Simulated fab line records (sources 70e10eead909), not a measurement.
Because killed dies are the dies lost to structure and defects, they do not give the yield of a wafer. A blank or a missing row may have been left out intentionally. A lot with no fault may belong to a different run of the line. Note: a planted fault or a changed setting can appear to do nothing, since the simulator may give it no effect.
A struck lot beside a sound one || flow nand_harc || 14 steps out of a route of 1302
Sound: these wafers, L580.2, L580.3, L580.6. Struck: wafer L583.6 (L583.1, L583.2, from the same lot, were not struck and are left out); the cause is given at the end.
For every step that has rows: the tool of each side, followed by ch and its chambers, followed by its first start. Under that, the readings that differ: sound wafers || struck wafers || difference of the means || sigmas: that difference in standard deviations of wafers without a fault.
alike: same words and numbers on both sides, and readings whose means sit less than 2 such deviations apart. not compared: any withheld reading, any reading some wafer has no value for, any bound like >300 that may hide the same value, and any number with overlapping values for which the record gives no deviation.
The two part at a step that has a row with sigmas, a row that says differs or no value, or rows on one side only. When numbers do not overlap yet have no deviation, they are printed without sigmas and do not part them. A reading that every wafer of one side lacks parts them only if that side has two wafers or more.

first, 8 steps without rows for these wafers: NHARC_P_BONDPAD_HMDS_02 (time 30 s); NHARC_P_BONDPAD_COAT_36 (time 65 s); NHARC_P_BONDPAD_COAT_03 (resist thk 600 nm); NHARC_P_BONDPAD_SOFTBAKE_04 (time 70 s); NHARC_P_BONDPAD_EBR_05; NHARC_P_BONDPAD_EXPOSE_06 (exposes mask P BPAD); NHARC_P_BONDPAD_PEB_07 (peb time 80 s); NHARC_P_BONDPAD_DEVELOP_08 (time 50 s).
NHARC_P_BONDPAD_CD_MEAS_09: the cd target is 500 nm.
  sound on cd_sem-02 ch 0, day 13 12:16; struck on cd_sem-03 ch 0, day 14 10:55
  alike: cd_nm
NHARC_P_BONDPAD_OVL_MEAS_38:
  sound: overlay-02 at day 13 12:22; struck: overlay-02 at day 14 11:01
  alike: overlay_x_nm, overlay_y_nm
then, 1 step without rows for these wafers: NHARC_P_BONDPAD_HARDBAKE_10 (time 65 s).
NHARC_P_BONDPAD_DESCUM_11: chemistry O2, time 3 s.
  sound on rie_diel-11 ch 0,1,2, day 13 12:30; struck on rie_diel-11 ch 2, day 14 11:08
{"reading": "oes_product_au (a.u.)", "sound": "1.006 0.992 0.984", "struck": 1.015, "difference": "+0.021", "sigmas": "+2"}
  alike: drypump_motor_current_A, rf_vpp_V, showerhead_plenum_p_Torr, throttle_valve_pct
  not compared: rf_hours_counter_h
NHARC_P_BONDPAD_ETCH_37: etches the open film in N2/H2, target depth 60 nm, overetch 18 nm, time 65.91 s.
  sound on rie_diel-11 ch 1,2,3, day 13 12:35; struck on rie_diel-11 ch 3, day 14 11:13
{"reading": "run_length_s (s)", "sound": "87.7 87.0 87.9", "struck": 66.8, "difference": -20.7, "sigmas": -39}
  alike: drypump_motor_current_A, oes_product_au, rf_vpp_V, showerhead_plenum_p_Torr, throttle_valve_pct
  not compared: rf_hours_counter_h
NHARC_P_BONDPAD_ETCH_12: etches the open film in CHF3/O2, target depth 200 nm, time 100 s.
  sound: rie_diel-11 ch 0,1; struck: rie_diel-11 ch 1
  alike: chf3_flow_sccm, drypump_motor_current_A, oes_product_au, rf_vpp_V, run_length_s, showerhead_plenum_p_Torr, throttle_valve_pct
  not compared: rf_hours_counter_h

== WHERE THEY PART ==
First at NHARC_P_BONDPAD_DESCUM_11; last, within this record, at NHARC_P_BONDPAD_ETCH_37. Later steps at which nothing parts them and some readings are alike: NHARC_P_BONDPAD_ETCH_12.

WHY: what had been put in by the simulator
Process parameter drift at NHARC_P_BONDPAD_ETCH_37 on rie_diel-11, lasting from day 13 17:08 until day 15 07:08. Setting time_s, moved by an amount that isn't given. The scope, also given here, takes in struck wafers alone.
